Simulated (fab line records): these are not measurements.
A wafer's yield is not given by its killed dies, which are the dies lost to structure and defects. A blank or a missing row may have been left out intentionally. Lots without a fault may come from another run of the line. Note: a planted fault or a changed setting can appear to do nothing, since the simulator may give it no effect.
A lot that was struck, set against a sound lot -- flow n5-finfet -- 40 steps out of a route of 1938
Sound: these wafers, L306.4, L306.5, L306.6. Struck: wafer L296.6 (left out: L296.3, L296.5 of the same lot, which were not struck); the cause appears at the end.
Per side, at each step with rows, come the tool, then ch with its chambers, and then its first start. Under that, the readings that differ: sound wafers -- struck wafers -- difference of the means -- sigmas: that difference in standard deviations of wafers without a fault.
alike: readings whose means differ by less than 2 such deviations, and words and numbers that are the same on both sides. not compared: withheld readings, readings that some wafer has no value for, bounds like >300 that may hide the same value, and numbers for which the record gives no deviation and whose values overlap.
Wherever a step has rows on one side only, a row that says differs or no value, or a row with sigmas, the two part there. Numbers that have no deviation but don't overlap get no sigmas and don't part them. A reading that every wafer of one side lacks parts them only if that side has two wafers or more.

first, 12 steps without rows for these wafers: N5_SD_EPI_N_STRIP_36 (strips in N2/H2); N5_SD_EPI_N_ETCHBACK_44 (etches SiNx in CH3F/O2, stops on SiO2, target depth 14.5 nm); N5_SD_EPI_N_ETCH_45 (etches SiOCN in CH3F/O2, target depth 6 nm); N5_SD_EPI_N_ETCH_16 (etches SiO2 in CHF3/O2, target depth 5 nm); N5_SD_EPI_N_STRIP_47 (strips in CHF3/O2); N5_SD_EPI_N_SD_RECESS_17 (chemistry HBr/Cl2/O2, target depth 41 nm, time 23.7 s, bt time 3 s); N5_SD_EPI_N_STRIP_38 (strips in N2/H2); N5_SD_EPI_N_WET_ETCH_43 (etches SiO2 in dHF, time 14 s, target depth 1.5 nm); N5_SD_EPI_N_STRIP_18 (strips in SPM, time 750 s); N5_SD_EPI_N_SRD_20 (time 30 s); N5_SD_EPI_N_PRECLEAN_48 (cleans in NF3:NH3, afs cycles 2, time 20 s, sublimation time 60 s); N5_SD_EPI_N_VAPOR_ETCH_50 (etches Si in HCl, time 54 s).
N5_SD_EPI_N_EPI_21: deposits Si:P, time 690 s.
  sound on epi-rpcvd-01 ch 0, day 8 03:14; struck on epi-rpcvd-01 ch 0, day 5 04:11
reading,sound,struck,difference,sigmas
model.Si-P_of_SD_EPI_N_EPI_21.thk-nm (nm),58.8 58.2 58,55,-3,
then, 24 steps without rows for these wafers: N5_SD_EPI_N_PRECLEAN_24 (cleans in O3/DIW, time 60 s); N5_SD_EPI_N_SRD_25 (time 30 s); N5_SD_EPI_N_PRECLEAN_49 (cleans in NF3:NH3, afs cycles 1, time 20 s, sublimation time 60 s); N5_SD_EPI_N_LINER_46 (material SiNx, target thk 3 nm); N5_SD_EPI_P_COAT_34 (time 60 s, resist thk 350 nm); N5_SD_EPI_P_COAT_35 (time 60 s, resist thk 35 nm); N5_SD_EPI_P_COAT_03 (resist thk 150 nm); N5_SD_EPI_P_EBR_05; N5_SD_EPI_P_SOFTBAKE_04 (time 60 s); N5_SD_EPI_P_EXPOSE_06 (exposes mask SD P BLK, target cd 240 nm); N5_SD_EPI_P_PEB_07 (peb time 60 s); N5_SD_EPI_P_DEVELOP_08 (develop time 30 s); N5_SD_EPI_P_DESCUM_14 (chemistry O2, time 7.9 s); N5_SD_EPI_P_ETCH_36 (etches SiARC in CF4, target depth 45.5 nm, time 75.8 s); N5_SD_EPI_P_ETCH_37 (etches SOC in N2/H2, overetch 108 nm, time 486 s); N5_SD_EPI_P_STRIP_38 (strips in N2/H2); N5_SD_EPI_P_ETCHBACK_46 (etches SiNx in CH3F/O2, stops on SiO2, target depth 17.5 nm); N5_SD_EPI_P_ETCH_47 (etches SiOCN in CH3F/O2, target depth 25 nm); N5_SD_EPI_P_ETCH_16 (etches SiO2 in CHF3/O2, target depth 5 nm); N5_SD_EPI_P_STRIP_50 (strips in CHF3/O2); N5_SD_EPI_P_SD_RECESS_17 (chemistry HBr/Cl2/O2, target depth 39.1 nm, bt time 3 s); N5_SD_EPI_P_WET_ETCH_45 (etches SiO2 in dHF, time 10.7 s, target depth 2 nm, rinse time 30 s); N5_SD_EPI_P_STRIP_40 (strips in N2/H2); N5_SD_EPI_P_PRECLEAN_52 (cleans in O3/DIW, time 60 s).
N5_SD_EPI_P_PRECLEAN_24: cleans in O3/DIW, time 45 s.
  sound on wet-bench-02 ch 0,5,7, day 8 09:26; struck on wet-bench-02 ch 3, day 5 09:56
reading,sound,struck,difference,sigmas
model.Si-P_of_SD_EPI_N_EPI_21.thk-nm (nm),58 57.4 57.2,54.2,-3.3,
  alike: bath-heat-duty-pct
N5_SD_ACTIVATION_RS_MEAS_03: the measuring method here is four-point-probe.
  struck on film-metro-02, day 5 10:41; sound on film-metro-01, day 8 10:00
reading,sound,struck,difference,sigmas
RS_SD_N (ohm/sq),21.76 21.93 22.04,23.29,+1.38,+5
RS_SD_P (ohm/sq),55.2 55.3 54.2,57.9,+3.0,+3
-- the record jumps here: 4 days lie between the struck wafers' starts before and after (it left off in module SD_ACTIVATION and takes up again in module BEOL_M4, whose first step shown is number 1111 of the route) --
N5_BEOL_M4_RC_MEAS_101:
  sound on prober-01 ch 0, day 12 17:43; struck on prober-01 ch 0, day 9 20:51
reading,sound,struck,difference,sigmas
RS_SD_N (ohm/sq),28.2 28.4 28.6,30.6,+2.2,+6
VT_P (mV),-245 -247 -248,-255,-8,-2
  alike: DIBL_N, DIBL_P, IOFF_N, IOFF_P, ION_N, ION_P, SS_N, SS_P, VT_N

## WHERE THEY PART
Earliest at N5_SD_ACTIVATION_RS_MEAS_03; latest, in this record, at N5_BEOL_M4_RC_MEAS_101.

WHY: the cause the simulator had injected
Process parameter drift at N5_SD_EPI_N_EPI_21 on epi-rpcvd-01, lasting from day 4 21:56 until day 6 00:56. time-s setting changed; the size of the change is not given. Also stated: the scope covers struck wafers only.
